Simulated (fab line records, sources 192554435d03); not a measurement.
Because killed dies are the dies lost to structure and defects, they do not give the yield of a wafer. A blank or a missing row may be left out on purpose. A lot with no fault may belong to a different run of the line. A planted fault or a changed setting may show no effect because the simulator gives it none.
Which tool did it? | flow n5-finfet | 35 wafers from 12 lots sampled at 5 of the route's 1938 steps

WHAT EACH GAUGE READ, for each wafer
N5_BEOL_M9_CD_MEAS_28: the cd target is 70 nm. Usual: cd-nm 70.05 nm, standard deviation 0.27.
lot  | measured     | on        | cd-nm (nm)        | flag
L312 | day 9 13:55  | cd-sem-01 | 70.00 70.02 69.44 |
L313 | day 9 22:52  | cd-sem-02 | 69.78 70.20       |
L314 | day 10 01:08 | cd-sem-03 | 70.26 69.69 69.82 |
L316 | day 10 13:52 | cd-sem-03 | 70.70 70.35 70.14 |
L318 | day 11 04:33 | cd-sem-02 | 69.95 70.43 69.69 |
L317 | day 11 10:56 | cd-sem-02 | 70.09 70.11 69.83 |
L324 | day 12 18:27 | cd-sem-03 | 65.88 66.27 66.43 | OFF
L322 | day 12 20:44 | cd-sem-01 | 66.76 67.27 66.87 | OFF
L326 | day 13 04:37 | cd-sem-01 | 70.36 70.03 70.33 |
L327 | day 14 00:40 | cd-sem-02 | 69.85 69.79 70.09 |
L329 | day 14 00:59 | cd-sem-01 | 70.14 70.26 69.66 |
L332 | day 15 07:10 | cd-sem-03 | 70.02 70.07 69.96 |

N5_BEOL_M9_INSPECT_30: inspects for defects (brightfield). Usual: raw-defect-count 403, standard deviation 92.
lot  | measured     | on                | raw-defect-count | flag
L312 | day 9 14:00  | defect-inspect-01 | 448 409 451      |
L313 | day 9 22:57  | defect-inspect-01 | 394 436          |
L314 | day 10 01:13 | defect-inspect-01 | 597 368 422      |
L316 | day 10 13:58 | defect-inspect-02 | 447 459 354      |
L318 | day 11 04:38 | defect-inspect-01 | 361 402 549      |
L317 | day 11 11:01 | defect-inspect-02 | 364 416 672      |
L324 | day 12 18:32 | defect-inspect-01 | 541 448 319      |
L322 | day 12 20:50 | defect-inspect-01 | 332 637 310      |
L326 | day 13 04:42 | defect-inspect-02 | 546 393 557      |
L327 | day 14 00:44 | defect-inspect-01 | 301 400 381      |
L329 | day 14 01:05 | defect-inspect-01 | 369 369 342      |
L332 | day 15 07:15 | defect-inspect-02 | 325 287 299      |

N5_BEOL_M9_CD_MEAS_35: target cd 70 nm, target cd y 40 nm. Usual: cd-nm 70.2 nm, standard deviation 0.56.
lot  | measured     | on        | cd-nm (nm)     | flag
L312 | day 9 14:38  | cd-sem-03 | 70.1 69.6 69.5 |
L313 | day 9 23:36  | cd-sem-02 | 69.7 70.5      |
L314 | day 10 01:58 | cd-sem-03 | 70.4 70.2 69.7 |
L316 | day 10 14:37 | cd-sem-03 | 69.6 69.6 70.1 |
L318 | day 11 05:17 | cd-sem-02 | 70.6 70.6 70.3 |
L317 | day 11 11:40 | cd-sem-01 | 69.7 69.4 69.6 |
L324 | day 12 19:11 | cd-sem-03 | 69.6 69.7 69.9 |
L322 | day 12 21:29 | cd-sem-02 | 69.7 70.1 69.8 |
L326 | day 13 05:20 | cd-sem-03 | 70.5 70.1 69.6 |
L327 | day 14 01:23 | cd-sem-02 | 70.2 70.2 70.8 |
L329 | day 14 01:59 | cd-sem-03 | 70.6 70.4 70.6 |
L332 | day 15 07:53 | cd-sem-03 | 69.5 69.1 70.2 |

WHAT TOOL EACH LOT RAN ON (gives the tool, then ch and the chambers of the sampled wafers, and finally the start)
lot  | N5_BEOL_M8_PRE_CLEAN_45      | N5_BEOL_M9_EXPOSE_25
L312 | pvd-sputter-02, day 9 07:50  | euv-scanner-01 ch 0, day 9 13:47
L313 | pvd-sputter-02, day 9 15:33  | euv-scanner-02 ch 0, day 9 22:45
L314 | pvd-sputter-03, day 9 18:04  | euv-scanner-01 ch 0, day 10 01:00
L316 | pvd-sputter-01, day 10 08:44 | euv-scanner-02 ch 0, day 10 13:45
L318 | pvd-sputter-01, day 10 20:46 | euv-scanner-01 ch 0, day 11 04:26
L317 | pvd-sputter-02, day 10 22:25 | euv-scanner-02 ch 0, day 11 10:48
L324 | pvd-sputter-01, day 12 12:29 | euv-scanner-02 ch 0, day 12 18:19
L322 | pvd-sputter-01, day 12 12:34 | euv-scanner-02 ch 0, day 12 20:38
L326 | pvd-sputter-02, day 12 22:28 | euv-scanner-01 ch 0, day 13 04:29
L327 | pvd-sputter-02, day 13 15:16 | euv-scanner-01 ch 0, day 14 00:32
L329 | pvd-sputter-01, day 13 16:07 | euv-scanner-01 ch 0, day 14 00:52
L332 | pvd-sputter-03, day 15 00:14 | euv-scanner-01 ch 0, day 15 07:02
- N5_BEOL_M8_PRE_CLEAN_45: time 30 s.
- N5_BEOL_M9_EXPOSE_25: exposes mask V8.

AS READ BY THE TOOLS THEMSELVES (means over the sampled wafers that have a number; for cases with no such wafer, the mark the record gives instead)
N5_BEOL_M8_PRE_CLEAN_45. Usual: heater-power-w 332 W, standard deviation 41.
lot  | tool           | heater-power-w (W) | flag
L312 | pvd-sputter-02 | 309                |
L313 | pvd-sputter-02 | 336                |
L314 | pvd-sputter-03 | 382                |
L316 | pvd-sputter-01 | 346                |
L318 | pvd-sputter-01 | 345                |
L317 | pvd-sputter-02 | 349                |
L324 | pvd-sputter-01 | 306                |
L322 | pvd-sputter-01 | 345                |
L326 | pvd-sputter-02 | 363                |
L327 | pvd-sputter-02 | 342                |
L329 | pvd-sputter-01 | 344                |
L332 | pvd-sputter-03 | 291                |

N5_BEOL_M9_EXPOSE_25. Usual: exposure-dose-mJ-cm2 37.12, standard deviation 0.035; stage-msd-nm 0.818 nm, standard deviation 0.01.
lot  | tool           | exposure-dose-mJ-cm2 | stage-msd-nm (nm) | flag
L312 | euv-scanner-01 | 37.11                | 0.812             |
L313 | euv-scanner-02 | 37.11                | 0.817             |
L314 | euv-scanner-01 | 37.15                | 0.812             |
L316 | euv-scanner-02 | 37.20                | 0.817             |
L318 | euv-scanner-01 | 37.17                | 0.807             |
L317 | euv-scanner-02 | 37.11                | 0.819             |
L324 | euv-scanner-02 | 31.79                | 0.823             | OFF
L322 | euv-scanner-02 | 32.86                | 0.822             | OFF
L326 | euv-scanner-01 | 37.14                | 0.805             |
L327 | euv-scanner-01 | 37.13                | 0.805             |
L329 | euv-scanner-01 | 37.09                | 0.802             |
L332 | euv-scanner-01 | 37.14                | 0.806             |

THE ANSWER, worked out from the rows above alone
Rule: a lot is off if the mean of its wafers that have a number lies more than 3 standard deviations from the usual mean. Also off: a lot with no number at a reading for which 4 or more lots have one. All remaining lots with rows at the step are treated as sound. The gauges are gone through in route order, then the tools' own readings, and for those a lot's mean is taken as printed above. At the first step where some lot is off, the reading lying furthest off is the one used; lots without a number count as furthest.
Off, at N5_BEOL_M9_CD_MEAS_28 on cd-nm: L324, L322.
A tool fits if, at a process step before that reading, it ran every lot that is off, and no sound lot after the first of them. The gauges at N5_BEOL_M9_CD_MEAS_28 aren't tried: what is off there is off at N5_BEOL_M9_EXPOSE_25 too, on other tools, and a gauge's error can't cause that. One fits: euv-scanner-02 at N5_BEOL_M9_EXPOSE_25. A fault onset in the window from L317 (day 11 10:48, its last sound lot) to L324 (day 12 18:19, its first lot off) fits.
On the lots that are off, the tool's own readings at N5_BEOL_M9_EXPOSE_25 differ by more than 5 times the standard deviation of the sound lots' means, which bears it out; exposure-dose-mJ-cm2 reads 32.33 there versus 37.13 on the sound lots.

WHAT THE SIMULATOR HAD INSERTED
Process parameters drifting: euv-scanner-02 at N5_BEOL_M9_EXPOSE_25, beginning at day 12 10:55. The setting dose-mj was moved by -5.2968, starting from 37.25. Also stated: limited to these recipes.
Shown lots that were struck: L324, L322. The rule above found the same.
